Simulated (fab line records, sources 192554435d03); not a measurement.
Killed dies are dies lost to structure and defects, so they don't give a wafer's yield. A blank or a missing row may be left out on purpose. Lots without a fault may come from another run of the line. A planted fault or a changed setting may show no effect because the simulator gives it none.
Problem report in the 8D (eight disciplines) form, filled by code | flow n5_finfet | the parts of the form that need people (team, actions taken, sign-off) are left out

1. THE PROBLEM
killed_at_M4_up at N5_PASSIVATION_PROBE_49 reads a mean of 124 on 9 wafers of 3 lots; wafers without a fault read 13 with a standard deviation of 5. That is +22 standard deviations from the usual mean.
First seen on wafer L727.1, day 15 01:01, on prober-01. The record holds 15 wafers of 5 lots with a number at this step. Rule for "out", or "out of limits": more than 4 standard deviations from the usual mean. The other wafers with a number count as sound.

2. WHAT IT IS AND WHAT IT IS NOT
question                    | is                                                                                                   | is not
which readings at this step | killed_at_M4_up, defect_limited_yield, killed_dies, sort_bin_5_function, sort_n_pass, sort_yield_pct | killed_at_contacts, killed_at_front_end, killed_at_other, killed_open, killed_short
which lots                  | L727, L728, L729                                                                                     | L719, L722
which wafers of those lots  | all that have a number                                                                               | -
read on which tools         | prober-01, prober-02                                                                                 | -
when                        | from day 15 01:01                                                                                    | up to then (6 sound wafers)

3. SUSPECTS, AND WHAT RULES EACH OUT
Counting: a tool at a process step up to the reading stays a suspect if it ran every lot that is out and no sound lot after the first of them.
- rie_diel-06 at N5_BEOL_M10_STRIP_77 (strips in N2/H2, time 10 s): kept. It ran every lot that is out, first L727 (day 12 23:17), and no sound lot after that; its last sound lot up to then is L722 (day 11 20:31).
Left after counting: rie_diel-06 at N5_BEOL_M10_STRIP_77.

4. THE CAUSE (what the simulator had put in)
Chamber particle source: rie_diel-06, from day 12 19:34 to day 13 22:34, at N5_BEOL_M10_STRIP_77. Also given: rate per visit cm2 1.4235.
Counting left only this tool.

5. THE CHAIN OF EFFECTS, in route order
Each row: a reading whose mean over the struck wafers that have a number lies more than 3 standard deviations from the usual. Only readings for which the record gives a usual standard deviation are gone through. hours: the time from each lot's start at the first step in this table that gives one to its start at this step, as a median over the lots. sigmas: the change in usual standard deviations.
hours | step                    | reading              | usual  | on struck wafers | change | sigmas
0     | N5_PASSIVATION_PROBE_49 | defect_limited_yield | 91.5 % | 81.8             | -9.7   | -6.9
0     | N5_PASSIVATION_PROBE_49 | killed_at_M4_up      | 13     | 124              | +111   | +22
0     | N5_PASSIVATION_PROBE_49 | killed_dies          | 100    | 214              | +114   | +7.1
0     | N5_PASSIVATION_PROBE_49 | killed_on_rim        | 13     | 29               | +16    | +3.9
0     | N5_PASSIVATION_PROBE_49 | sort_bin_5_function  | 5.0 %  | 11.3             | +6.3   | +6.4
0     | N5_PASSIVATION_PROBE_49 | sort_n_pass          | 1080   | 966              | -114   | -7.1
0     | N5_PASSIVATION_PROBE_49 | sort_yield_pct       | 91.5 % | 81.8             | -9.7   | -6.9
The process steps in it:
- N5_PASSIVATION_PROBE_49

6. WHAT WOULD HAVE CAUGHT IT SOONER
In this record the first reading out of limits was taken at day 15 01:01, 53 hours after the fault began at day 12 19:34.
Of the tool readings at N5_BEOL_M10_STRIP_77 for which the record gives a usual standard deviation, none was out on any struck wafer, so an alarm limit of 4 standard deviations on them would not have fired.
All the lots that are out (3) had begun N5_BEOL_M10_STRIP_77 on rie_diel-06 by day 15 01:01. A hold on the tool at that time would have spared none of them.
